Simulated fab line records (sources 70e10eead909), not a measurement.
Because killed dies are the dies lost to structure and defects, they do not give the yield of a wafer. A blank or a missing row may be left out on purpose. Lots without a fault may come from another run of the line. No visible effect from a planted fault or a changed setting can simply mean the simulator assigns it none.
Matching of chambers    flow nand_harc    NHARC_P_ZERO_WELL_DESCUM_26 on rie_diel-08: 4 sister chambers
The step chemistry O2, time 3 s. 8 wafers are shown with their chamber, then 8 later ones without.

WAFERS, EACH WITH ITS CHAMBER
wafer   chamber  showerhead_plenum_p_Torr (Torr)  drypump_motor_current_A (A)
L078.2  1        1.88                             5.5
L078.3  0        1.81                             5.8
L081.3  0        1.81                             5.8
L082.6  2        2.00                             5.9
L084.1  3        2.02                             6.3
L084.2  2        1.99                             5.9
L084.6  1        1.87                             5.4
L087.1  3        2.02                             6.3

WAFERS WITHOUT THEIR CHAMBER
wafer   showerhead_plenum_p_Torr (Torr)  drypump_motor_current_A (A)
L087.5  1.80                             5.8
L087.6  1.87                             5.4
L092.2  1.87                             5.4
L092.3  2.01                             6.4
L092.5  1.99                             5.9
L093.2  1.99                             5.9
L093.4  1.87                             5.5
L093.5  1.99                             5.9

CHAMBER TAKEN BY EACH
wafer   from the rows above  in truth
L087.5  0                    0
L087.6  1                    1
L092.2  1                    1
L092.3  3                    3
L092.5  2                    2
L093.2  2                    2
L093.4  1                    1
L093.5  2                    2
Correct placement for 8 of the 8. From these rows, 0 cannot be placed. Number placed wrongly: 0.
How it was worked out, from the rows above alone: a wafer's distance from a chamber is the root of the sum, over the readings, of the square of ((its reading less the chamber's mean) divided by the reading's scatter). If the next closest chamber is less than 2 further off than the closest, the wafer can't be placed; otherwise it belongs to the closest. For every chamber, the mean is computed from those of its wafers that are shown. The scatter: take each reading less its chamber's mean, square it, sum over the shown wafers, divide by the number of wafers less the number of chambers, and take the root.
